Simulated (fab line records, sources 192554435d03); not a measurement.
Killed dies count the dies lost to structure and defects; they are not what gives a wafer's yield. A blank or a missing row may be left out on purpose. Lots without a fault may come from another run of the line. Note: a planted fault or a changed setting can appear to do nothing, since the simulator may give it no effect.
fab line records	flow n5Finfet
record: lots: 7	wafers: 21
route steps=1938 shown BEOL_M10@1499 BEOL_M11@1562 BEOL_M13@1662 BEOL_M14@1722
startH: start of the lot's first displayed wafer, in hours after the record's first day	waitH: how many hours have passed since the lot's step before this one	" as in the row above	L1.1+2: several wafers, shown together as one row	- value missing, or start not given	* or withheld: withheld	< > ~ a bound
route shown NAME@n: NAME is a module with steps in the file, n the number in the route of the first one	usual: mean/standard deviation of fault-free wafers	same: alike in all rows	chamber/n: place in a boat	sites: the reading at each site	_std_site: how widely they spread, as a standard deviation	_edge_site: mean of outer sites minus mean of inner sites	radiusMm: how far each site lies from the wafer's centre	mask NAME#n: copy n	behind: the last tool/chamber to shape the wafer	hold: why the lot went on hold/how many hours it stayed there/how the hold came to an end	device: whichever transistor did not switch (one of n, p or np)	end of line: the same wafers' tests at the end of the route	a step without rows: its recipe alone	killed: dies that structure and defects cost at the first sort, which is not the same as the wafer's yield	map: dies across one wafer; x = killed, . = not, _ = none there
set.NAME: the setting that was run; set.NAME@STEP: the one run at that earlier step	model.NAME: the simulator's own value behind a step, which no gauge read
one table per step and one row per wafer, for lots whose settings were changed on purpose
== steps ==
step: N5_BEOL_M10_EXPOSE_25
recipe: maskId: V9	na: 1.35	sourceShape: annular	sigmaInner: 0.5	sigmaOuter: 0.8	polarization: unpolarized	doseMj: 85.5
lot.wafer	tool	chamber	startH	waitH	mask	set.doseMj
L075.3+4	arfiScanner-01	0	222.77	-	V9#0	89.51
L075.5	"	0	"	"	V9#0	85.5
L077.1	arfiScanner-03	0	231.12	-	V9#0	85.5
L077.3+6	"	0	"	"	V9#0	81.74
L086.1+6	arfiScanner-03	0	282.74	-	V9#0	89.88
L086.4	"	0	"	"	V9#0	85.5
L084.2+5+6	arfiScanner-03	0	290.10	-	V9#0	85.5
L087.3+4+6	arfiScanner-02	0	296.47	-	V9#0	85.5
L091.1	arfiScanner-01	0	334.60	-	V9#0	88.97
L091.3+4	"	0	"	"	V9#0	85.5
L097.4+5	arfiScanner-03	0	359.83	-	V9#0	85.5
L097.6	"	0	"	"	V9#0	87.32
step: N5_BEOL_M10_PEB_26
recipe: pebTempC: withheld	pebTimeS: 60	resist: CAR-ArF
step: N5_BEOL_M10_DEVELOP_27
recipe: developTimeS: 30	developer: TMAH	resist: CAR-ArF	rinseLiquid: diw	dry: airSpin	devTempC: 23
step: N5_BEOL_M10_CD_MEAS_28
recipe: targetCdNm: 70	landingEnergyEv: 500	detector: seInlens	polarity: opening
usual: cdNm: 69.7/0.72
lot.wafer	tool	chamber	startH	waitH	set.doseMj@BEOL_M10_EXPOSE_25	cdNm
L075.3	cdSem-03	0	222.89	-	89.51	73.9
L075.4	"	0	"	"	89.51	73.4
L075.5	"	0	"	"	85.5	69.4
L077.1	cdSem-02	0	231.25	-	85.5	71.0
L077.3	"	0	"	"	81.74	66.6
L077.6	"	0	"	"	81.74	66.4
L086.1	cdSem-02	0	282.87	-	89.88	73.3
L086.4	"	0	"	"	85.5	69.7
L086.6	"	0	"	"	89.88	73.9
L084.2	cdSem-01	0	290.22	-	85.5	68.6
L084.5	"	0	"	"	85.5	68.7
L084.6	"	0	"	"	85.5	69.7
L087.3	cdSem-01	0	296.59	-	85.5	69.3
L087.4	"	0	"	"	85.5	69.8
L087.6	"	0	"	"	85.5	69.2
L091.1	cdSem-02	0	334.73	-	88.97	72.9
L091.3	"	0	"	"	85.5	69.1
L091.4	"	0	"	"	85.5	69.1
L097.4	cdSem-03	0	359.94	-	85.5	69.1
L097.5	"	0	"	"	85.5	69.7
L097.6	"	0	"	"	87.32	71.4
step: N5_BEOL_M11_COAT_22
recipe: resist: CAR-ArF	spinRpm: 1500	resistThkNm: 90
lot.wafer	tool	chamber	startH	waitH	set.spinRpm	model.CAR-ArF_of_BEOL_M11_COAT_22.thkNm
L075.3+5	lithoTrack-01	0	-	-	1571	87.8
L075.4	"	0	"	"	1500	90.2
L077.1	lithoTrack-01	0	-	-	1500	90.4
L077.3	"	0	"	"	1457	91.6
L077.6	"	0	"	"	1457	91.8
L086.1	lithoTrack-01	0	-	-	1500	89.8
L086.4+6	"	0	"	"	1500	90
L084.2+5+6	lithoTrack-01	0	-	-	1500	90
L087.3+4	lithoTrack-04	0	-	-	1500	89.8
L087.6	"	0	"	"	1500	90.2
L091.1	lithoTrack-01	0	-	-	1500	89.4
L091.3+4	"	0	"	"	1500	89.2
L097.4	lithoTrack-02	0	-	-	1591	87.4
L097.5	"	0	"	"	1500	90.2
L097.6	"	0	"	"	1591	87.6
step: N5_BEOL_M11_EXPOSE_25
recipe: maskId: V10	na: 1.35	sourceShape: annular	sigmaInner: 0.5	sigmaOuter: 0.8	polarization: unpolarized	doseMj: 85.5
lot.wafer	tool	chamber	startH	waitH	mask	set.doseMj
L075.3+5	arfiScanner-01	0	231.24	-	V10#0	87.99
L075.4	"	0	"	"	V10#0	85.5
L077.1+3	arfiScanner-03	0	241.47	-	V10#0	81.21
L077.6	"	0	"	"	V10#0	85.5
L086.1+4	arfiScanner-03	0	291.99	-	V10#0	87.76
L086.6	"	0	"	"	V10#0	85.5
L084.2+5+6	arfiScanner-03	0	296.32	-	V10#0	85.5
L087.3+4	arfiScanner-03	0	303.30	-	V10#0	80.8
L087.6	"	0	"	"	V10#0	85.5
L091.1+4	arfiScanner-03	0	343.01	-	V10#0	82.43
L091.3	"	0	"	"	V10#0	85.5
L097.4+6	arfiScanner-02	0	368.25	-	V10#0	85.5
L097.5	"	0	"	"	V10#0	90.4
step: N5_BEOL_M11_PEB_26
recipe: pebTempC: withheld	pebTimeS: 60	resist: CAR-ArF
step: N5_BEOL_M11_DEVELOP_27
recipe: developTimeS: 30	developer: TMAH	resist: CAR-ArF	rinseLiquid: diw	dry: airSpin	devTempC: 23
lot.wafer	tool	chamber	startH	waitH	set.spinRpm@BEOL_M11_COAT_22	model.CAR-ArF_of_BEOL_M11_COAT_22.thkNm
L075.3+5	lithoTrack-04	0	-	-	1571	86.2
L075.4	"	0	"	"	1500	88.4
L077.1	lithoTrack-04	0	-	-	1500	88.8
L077.3	"	0	"	"	1457	89.8
L077.6	"	0	"	"	1457	90
L086.1	lithoTrack-01	0	-	-	1500	88
L086.4+6	"	0	"	"	1500	88.2
L084.2	lithoTrack-02	0	-	-	1500	88.4
L084.5+6	"	0	"	"	1500	88.2
L087.3+4	lithoTrack-02	0	-	-	1500	88
L087.6	"	0	"	"	1500	88.6
L091.1	lithoTrack-01	0	-	-	1500	87.8
L091.3+4	"	0	"	"	1500	87.6
L097.4	lithoTrack-04	0	-	-	1591	85.8
L097.5	"	0	"	"	1500	88.4
L097.6	"	0	"	"	1591	86
step: N5_BEOL_M11_CD_MEAS_28
recipe: targetCdNm: 70	landingEnergyEv: 500	detector: seInlens	polarity: opening
usual: cdNm: 70.0/0.9
lot.wafer	tool	chamber	startH	waitH	set.doseMj@BEOL_M11_EXPOSE_25	cdNm
L075.3	cdSem-01	0	231.36	-	87.99	72.7
L075.4	"	0	"	"	85.5	69.8
L075.5	"	0	"	"	87.99	74.3
L077.1	cdSem-02	0	241.60	-	81.21	67.1
L077.3	"	0	"	"	81.21	65.9
L077.6	"	0	"	"	85.5	71.6
L086.1	cdSem-03	0	292.12	-	87.76	71.8
L086.4	"	0	"	"	87.76	71.1
L086.6	"	0	"	"	85.5	69.0
L084.2	cdSem-03	0	296.44	-	85.5	69.4
L084.5	"	0	"	"	85.5	69.6
L084.6	"	0	"	"	85.5	70.0
L087.3	cdSem-01	0	303.42	-	80.8	65.4
L087.4	"	0	"	"	80.8	65.5
L087.6	"	0	"	"	85.5	69.1
L091.1	cdSem-03	0	343.14	-	82.43	66.2
L091.3	"	0	"	"	85.5	69.9
L091.4	"	0	"	"	82.43	66.6
L097.4	cdSem-01	0	368.37	-	85.5	69.3
L097.5	"	0	"	"	90.4	74.4
L097.6	"	0	"	"	85.5	70.4
step: N5_BEOL_M11_DESCUM_33
recipe: chemistry: O2	timeS: 7.9	sourcePowerW: 50	biasPowerW: 20	pressureMtorr: 20	rfFrequencyHz: 2.712e+07	tempC: 40	resist: CAR-ArF	o2FlowSccm: 225
lot.wafer	tool	chamber	startH	waitH	set.spinRpm@BEOL_M11_COAT_22	model.CAR-ArF_of_BEOL_M11_COAT_22.thkNm
L075.3+5	rieDiel-06	3,0	231.44	0.0	1571	81.2
L075.4	"	3	"	"	1500	83.6
L077.1	rieDiel-05	0	241.69	0.0	1500	83.8
L077.3	"	1	"	"	1457	85
L077.6	"	1	"	"	1457	85.2
L086.1	rieDiel-05	3	292.42	0.2	1500	83.2
L086.4+6	"	3,1	"	"	1500	83.4
L084.2+5+6	rieDiel-05	3,1,0	296.81	0.3	1500	83.4
L087.3+4	rieDiel-05	1,0	303.51	0.0	1500	83.2
L087.6	"	1	"	"	1500	83.6
L091.1+4	rieDiel-02	1,2	343.30	0.1	1500	82.8
L091.3	"	0	"	"	1500	82.6
L097.4	rieDiel-06	2	368.77	0.3	1591	81
L097.5	"	3	"	"	1500	83.6
L097.6	"	0	"	"	1591	81.2
step: N5_BEOL_M11_ETCH_65
recipe: chemistry: CF4	target: SiARC	targetDepthA: 390	maskMaterial: CAR-ArF	timeS: 65	ionEnergyEv: 80	pressureMtorr: 40	sourceW: 545	biasW: 36	Ar_flow_sccm: 100	cf4FlowSccm: 100	ends: cleared
lot.wafer	tool	chamber	startH	waitH	set.spinRpm@BEOL_M11_COAT_22	model.CAR-ArF_of_BEOL_M11_COAT_22.thkNm
L075.3	rieDiel-06	3	231.48	0.0	1571	53.2
L075.4	"	3	"	"	1500	55.6
L075.5	"	0	"	"	1571	53.4
L077.1	rieDiel-05	0	241.72	0.0	1500	55.8
L077.3	"	1	"	"	1457	57
L077.6	"	1	"	"	1457	57.2
L086.1	rieDiel-05	3	292.46	0.0	1500	55.4
L086.4+6	"	3,1	"	"	1500	55.6
L084.2+5	rieDiel-05	3,1	296.84	0.0	1500	55.4
L084.6	"	0	"	"	1500	55.2
L087.3+4	rieDiel-05	1,0	303.54	0.0	1500	55.2
L087.6	"	1	"	"	1500	55.6
L091.1	rieDiel-02	1	343.34	0.0	1500	55
L091.3	"	0	"	"	1500	54.6
L091.4	"	2	"	"	1500	54.8
L097.4	rieDiel-06	2	368.81	0.0	1591	53
L097.5	"	3	"	"	1500	55.6
L097.6	"	0	"	"	1591	53.2
step: N5_BEOL_M13_COAT_04
recipe: spinRpm: 1625	resistThkNm: 400
lot.wafer	tool	chamber	startH	waitH	set.spinRpm	model.coat_of_BEOL_M13_COAT_04.thkNm
L075.3	lithoTrack-01	0	-	-	1625	401.6
L075.4	"	0	"	"	1507	417.6
L075.5	"	0	"	"	1507	416.4
L077.1	lithoTrack-03	0	-	-	1625	400.8
L077.3	"	0	"	"	1701	390.8
L077.6	"	0	"	"	1701	389.6
L086.1	lithoTrack-02	0	-	-	1625	400.2
L086.4	"	0	"	"	1522	413.8
L086.6	"	0	"	"	1625	400
L084.2	lithoTrack-02	0	-	-	1625	400.2
L084.5	"	0	"	"	1625	399.8
L084.6	"	0	"	"	1625	401
L087.3	lithoTrack-03	0	-	-	1625	399.8
L087.4	"	0	"	"	1625	399
L087.6	"	0	"	"	1625	399.2
L091.1	lithoTrack-01	0	-	-	1625	400.2
L091.3	"	0	"	"	1625	399.8
L091.4	"	0	"	"	1676	394
L097.4	lithoTrack-01	0	-	-	1625	400.2
L097.5	"	0	"	"	1748	386.4
L097.6	"	0	"	"	1748	385.8
step: N5_BEOL_M13_EXPOSE_07
recipe: maskId: V12	na: 0.93	sourceShape: conventional	sigmaOuter: 0.6	polarization: unpolarized	attpsmPhaseDeg: 180	doseMj: 24.8
lot.wafer	tool	chamber	startH	waitH	mask	set.doseMj
L075.3+5	krfScanner-01	0	252.46	-	V12#0	24.8
L075.4	"	0	"	"	V12#0	23.26
L077.1+3	krfScanner-02	0	255.54	-	V12#0	23.19
L077.6	"	0	"	"	V12#0	24.8
L086.1	krfScanner-02	0	300.74	-	V12#0	24.8
L086.4+6	"	0	"	"	V12#0	23.53
L084.2+5+6	krfScanner-01	0	306.63	-	V12#0	24.8
L087.3+4+6	krfScanner-01	0	313.08	-	V12#0	23.27
L091.1+4	krfScanner-02	0	352.39	-	V12#0	24.8
L091.3	"	0	"	"	V12#0	26.2
L097.4+5+6	krfScanner-02	0	378.30	-	V12#0	24.8
step: N5_BEOL_M13_PEB_08
recipe: pebTempC: 130	pebTimeS: 90
step: N5_BEOL_M13_DEVELOP_09
recipe: developTimeS: 45	rinseLiquid: diw	dry: airSpin	devTempC: 21
step: N5_BEOL_M13_HARDBAKE_14
recipe: tempC: 130	timeS: 120
step: N5_BEOL_M13_CD_MEAS_10
recipe: targetCdNm: 190	landingEnergyEv: 500	detector: seInlens	polarity: opening
usual: cdNm: 190.2/1.1
lot.wafer	tool	chamber	startH	waitH	set.doseMj@BEOL_M13_EXPOSE_07	cdNm
L075.3	cdSem-03	0	252.63	-	24.8	190.7
L075.4	"	0	"	"	23.26	183.5
L075.5	"	0	"	"	24.8	190.1
L077.1	cdSem-03	0	255.71	-	23.19	182.9
L077.3	"	0	"	"	23.19	183.2
L077.6	"	0	"	"	24.8	189.3
L086.1	cdSem-03	0	300.91	-	24.8	188.7
L086.4	"	0	"	"	23.53	183.0
L086.6	"	0	"	"	23.53	183.3
L084.2	cdSem-01	0	306.80	-	24.8	190.1
L084.5	"	0	"	"	24.8	189.7
L084.6	"	0	"	"	24.8	189.6
L087.3	cdSem-03	0	313.24	-	23.27	185.8
L087.4	"	0	"	"	23.27	186.0
L087.6	"	0	"	"	23.27	186.2
L091.1	cdSem-02	0	352.56	-	24.8	189.9
L091.3	"	0	"	"	26.2	194.0
L091.4	"	0	"	"	24.8	189.8
L097.4	cdSem-02	0	378.46	-	24.8	190.9
L097.5	"	0	"	"	24.8	191.5
L097.6	"	0	"	"	24.8	191.7
step: N5_BEOL_M13_DESCUM_15
recipe: chemistry: O2	timeS: 7.9	sourcePowerW: 50	biasPowerW: 20	pressureMtorr: 20	rfFrequencyHz: 2.712e+07	tempC: 40	o2FlowSccm: 225
step: N5_BEOL_M13_ETCH_59
recipe: chemistry: N2/H2	target: BARC	targetDepthA: 890	overetchA: 267	timeS: 67.9	ionEnergyEv: 200	pressureMtorr: 30	sourceW: 840	biasW: 150	n2FlowSccm: 200	h2FlowSccm: 200
lot.wafer	tool	chamber	startH	waitH	set.spinRpm@BEOL_M13_COAT_04	model.coat_of_BEOL_M13_COAT_04.thkNm
L075.3	rieDiel-02	0	252.75	0.0	1625	319.2
L075.4+5	"	1,2	"	"	1507	335.4
L077.1	rieDiel-05	2	255.84	0.0	1625	319.4
L077.3	"	3	"	"	1701	309.2
L077.6	"	2	"	"	1701	308
L086.1	rieDiel-05	1	301.63	0.0	1625	316.8
L086.4	"	0	"	"	1522	331
L086.6	"	3	"	"	1625	319.2
L084.2+5	rieDiel-05	1,0	307.10	0.0	1625	317.4
L084.6	"	3	"	"	1625	320
L087.3+6	rieDiel-02	3,0	313.36	0.0	1625	317.6
L087.4	"	3	"	"	1625	316.2
L091.1	rieDiel-06	2	352.68	0.0	1625	317
L091.3	"	1	"	"	1625	316
L091.4	"	3	"	"	1676	310.2
L097.4	rieDiel-05	1	378.58	0.0	1625	317.4
L097.5	"	1	"	"	1748	303.4
L097.6	"	0	"	"	1748	302.8
step: N5_BEOL_M13_VIA_ETCH_16
recipe: chemistry: C4F8/O2/Ar	target: SiOC	pressureMtorr: 30	sourceW: 3000	biasW: 700	Ar_flow_sccm: 400	C4F8_flow_sccm: 15	O2_flow_sccm: 8	heInnerTorr: 15	heOuterTorr: 30	targetDepthA: 9217	timeS: withheld	ionEnergyEv: 250	ends: cleared
lot.wafer	tool	chamber	startH	waitH	set.spinRpm@BEOL_M13_COAT_04	model.coat_of_BEOL_M13_COAT_04.thkNm
L075.3	rieDiel-02	0	252.80	0.0	1625	72.2
L075.4	"	1	"	"	1507	85.4
L075.5	"	2	"	"	1507	86.4
L077.1	rieDiel-05	2	255.89	0.0	1625	71.6
L077.3	"	3	"	"	1701	62.4
L077.6	"	2	"	"	1701	57.4
L086.1	rieDiel-05	1	301.68	0.0	1625	72
L086.4	"	0	"	"	1522	83.4
L086.6	"	3	"	"	1625	71
L084.2	rieDiel-05	1	307.15	0.0	1625	73
L084.5	"	0	"	"	1625	67.6
L084.6	"	3	"	"	1625	72
L087.3	rieDiel-02	3	313.41	0.0	1625	72.4
L087.4	"	3	"	"	1625	66.8
L087.6	"	0	"	"	1625	71
L091.1	rieDiel-06	2	352.74	0.0	1625	68.6
L091.3	"	1	"	"	1625	70.8
L091.4	"	3	"	"	1676	61.8
L097.4	rieDiel-05	1	378.63	0.0	1625	66.8
L097.5	"	1	"	"	1748	53.4
L097.6	"	0	"	"	1748	55
step: N5_BEOL_M13_STRIP_63
recipe: chemistry: N2/H2	powerW: 1000	tempC: 250	h2Frac: 0.65	overashFraction: 0.3	pressureMtorr: 1000	n2FlowSccm: 1750	h2FlowSccm: 3250
usual: stripTimeToEndpointS: 27.7/0.97
lot.wafer	tool	chamber	startH	waitH	set.spinRpm@BEOL_M13_COAT_04	stripTimeToEndpointS
L075.3	plasmaAsher-01	0	253.05	-	1625	28.3
L075.4	"	1	"	"	1507	32.1
L075.5	"	1	"	"	1507	32.4
L077.1	plasmaAsher-02	1	256.12	-	1625	28.1
L077.3	"	1	"	"	1701	25.4
L077.6	"	1	"	"	1701	23.9
L086.1	plasmaAsher-02	1	301.92	-	1625	28.2
L086.4	"	0	"	"	1522	31.6
L086.6	"	0	"	"	1625	28.0
L084.2	plasmaAsher-02	0	307.39	-	1625	28.5
L084.5	"	1	"	"	1625	26.9
L084.6	"	0	"	"	1625	28.2
L087.3	plasmaAsher-01	1	313.67	-	1625	28.4
L087.4	"	0	"	"	1625	26.7
L087.6	"	0	"	"	1625	27.9
L091.1	plasmaAsher-01	0	352.97	-	1625	27.2
L091.3	"	1	"	"	1625	27.9
L091.4	"	0	"	"	1676	25.2
L097.4	plasmaAsher-02	1	378.89	-	1625	26.7
L097.5	"	1	"	"	1748	22.7
L097.6	"	0	"	"	1748	23.1
step: N5_BEOL_M13_STRIP_64
recipe: chemistry: N2/H2	powerW: 1000	tempC: 250	h2Frac: 0.65	overashFraction: 0.3	pressureMtorr: withheld	n2FlowSccm: 1750	h2FlowSccm: 3250
step: N5_BEOL_M13_STRIP_71
recipe: chemistry: postEtchResidueRemover	timeS: 60	tempC: 25	removerPh: withheld	removerWaterWtPct: withheld	removerFluorideWtPct: withheld
step: N5_BEOL_M13_SRD_72
recipe: timeS: 30	tempC: 23	rinseLiquid: diw	dry: n2Spin	spinRpm: 1500	dryTimeS: 30
step: N5_BEOL_M13_CD_MEAS_17
recipe: targetCdNm: 190	polarity: opening
usual: cdNm: 190.5/1.3
lot.wafer	tool	chamber	startH	waitH	set.doseMj@BEOL_M13_EXPOSE_07	cdNm
L075.3	cdSem-03	-	253.24	0.0	24.8	190.4
L075.4	"	-	"	"	23.26	183.6
L075.5	"	-	"	"	24.8	190.6
L077.1	cdSem-01	-	256.33	0.0	23.19	182.0
L077.3	"	-	"	"	23.19	183.0
L077.6	"	-	"	"	24.8	189.7
L086.1	cdSem-03	-	302.12	0.0	24.8	188.5
L086.4	"	-	"	"	23.53	183.2
L086.6	"	-	"	"	23.53	183.7
L084.2	cdSem-03	-	307.60	0.0	24.8	190.2
L084.5	"	-	"	"	24.8	190.4
L084.6	"	-	"	"	24.8	189.3
L087.3	cdSem-03	-	313.86	0.0	23.27	186.1
L087.4	"	-	"	"	23.27	185.8
L087.6	"	-	"	"	23.27	185.9
L091.1	cdSem-02	-	353.18	0.0	24.8	190.6
L091.3	"	-	"	"	26.2	194.1
L091.4	"	-	"	"	24.8	191.4
L097.4	cdSem-01	-	379.08	0.0	24.8	191.3
L097.5	"	-	"	"	24.8	191.6
L097.6	"	-	"	"	24.8	192.0
step: N5_BEOL_M14_EXPOSE_07
recipe: maskId: V13	na: 0.8	sourceShape: annular	sigmaInner: 0.5	sigmaOuter: 0.8	polarization: unpolarized	attpsmPhaseDeg: 180	doseMj: 57
lot.wafer	tool	chamber	startH	waitH	mask	set.doseMj
L075.3+5	krfScanner-02	0	258.22	-	V13#0	58.93
L075.4	"	0	"	"	V13#0	57
L077.1	krfScanner-01	0	259.84	-	V13#0	53.03
L077.3+6	"	0	"	"	V13#0	57
L086.1+4	krfScanner-01	0	308.55	-	V13#0	57
L086.6	"	0	"	"	V13#0	58.49
L084.2+5+6	krfScanner-01	0	312.38	-	V13#0	57
L087.3	krfScanner-01	0	326.13	-	V13#0	53.43
L087.4+6	"	0	"	"	V13#0	57
L091.1+3+4	krfScanner-01	0	356.81	-	V13#0	61.22
L097.4+5	krfScanner-01	0	383.77	-	V13#0	57
L097.6	"	0	"	"	V13#0	59.77
step: N5_BEOL_M14_PEB_08
recipe: pebTempC: 130	pebTimeS: 90
step: N5_BEOL_M14_DEVELOP_09
recipe: developTimeS: 45	rinseLiquid: diw	dry: airSpin	devTempC: 21
step: N5_BEOL_M14_HARDBAKE_14
recipe: tempC: 130	timeS: 120
step: N5_BEOL_M14_CD_MEAS_10
recipe: targetCdNm: 250	landingEnergyEv: 500	detector: seInlens	polarity: opening
usual: cdNm: 249.3/1.2
lot.wafer	tool	chamber	startH	waitH	set.doseMj@BEOL_M14_EXPOSE_07	cdNm
L075.3	cdSem-02	0	258.39	-	58.93	252.6
L075.4	"	0	"	"	57	249.9
L075.5	"	0	"	"	58.93	252.4
L077.1	cdSem-01	0	260.02	-	53.03	236.2
L077.3	"	0	"	"	57	247.2
L077.6	"	0	"	"	57	250.6
L086.1	cdSem-02	0	308.73	-	57	249.5
L086.4	"	0	"	"	57	249.9
L086.6	"	0	"	"	58.49	255.9
L084.2	cdSem-02	0	312.55	-	57	249.6
L084.5	"	0	"	"	57	249.6
L084.6	"	0	"	"	57	248.7
L087.3	cdSem-02	0	326.30	-	53.43	240.1
L087.4	"	0	"	"	57	250.8
L087.6	"	0	"	"	57	249.2
L091.1	cdSem-02	0	356.98	-	61.22	264.2
L091.3	"	0	"	"	61.22	262.7
L091.4	"	0	"	"	61.22	263.1
L097.4	cdSem-01	0	383.93	-	57	249.5
L097.5	"	0	"	"	57	249.9
L097.6	"	0	"	"	59.77	258.1
== key ==
split: step: N5_BEOL_M10_EXPOSE_25	setting: doseMj	stated: 85.5	by: wafer
response: step: N5_BEOL_M10_CD_MEAS_28	reading: cdNm	change: +0.898	per: 1%	r: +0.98
split: step: N5_BEOL_M11_COAT_22	setting: spinRpm	stated: 1500	by: wafer
response: step: N5_BEOL_M11_COAT_22	reading: model.CAR-ArF_of_BEOL_M11_COAT_22.thkNm	change: -0.467	per: 1%	r: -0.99
response: step: N5_BEOL_M11_DEVELOP_27	reading: model.CAR-ArF_of_BEOL_M11_COAT_22.thkNm	change: -0.426	per: 1%	r: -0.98
response: step: N5_BEOL_M11_DESCUM_33	reading: model.CAR-ArF_of_BEOL_M11_COAT_22.thkNm	change: -0.449	per: 1%	r: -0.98
response: step: N5_BEOL_M11_ETCH_65	reading: model.CAR-ArF_of_BEOL_M11_COAT_22.thkNm	change: -0.442	per: 1%	r: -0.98
split: step: N5_BEOL_M11_EXPOSE_25	setting: doseMj	stated: 85.5	by: wafer
response: step: N5_BEOL_M11_CD_MEAS_28	reading: cdNm	change: +0.87	per: 1%	r: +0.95
split: step: N5_BEOL_M13_COAT_04	setting: spinRpm	stated: 1625	by: wafer
response: step: N5_BEOL_M13_COAT_04	reading: model.coat_of_BEOL_M13_COAT_04.thkNm	change: -2.05	per: 1%	r: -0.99
response: step: N5_BEOL_M13_ETCH_59	reading: model.coat_of_BEOL_M13_COAT_04.thkNm	change: -2.08	per: 1%	r: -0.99
response: step: N5_BEOL_M13_VIA_ETCH_16	reading: model.coat_of_BEOL_M13_COAT_04.thkNm	change: -1.92	per: 1%	r: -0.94
response: step: N5_BEOL_M13_STRIP_63	reading: stripTimeToEndpointS	change: *	per: 1%	r: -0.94
split: step: N5_BEOL_M13_EXPOSE_07	setting: doseMj	stated: 24.8	by: wafer
response: step: N5_BEOL_M13_CD_MEAS_10	reading: cdNm	change: +0.972	per: 1%	r: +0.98
response: step: N5_BEOL_M13_CD_MEAS_17	reading: cdNm	change: +0.952	per: 1%	r: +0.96
split: step: N5_BEOL_M14_EXPOSE_07	setting: doseMj	stated: 57	by: wafer
response: step: N5_BEOL_M14_CD_MEAS_10	reading: cdNm	change: +1.67	per: 1%	r: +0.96
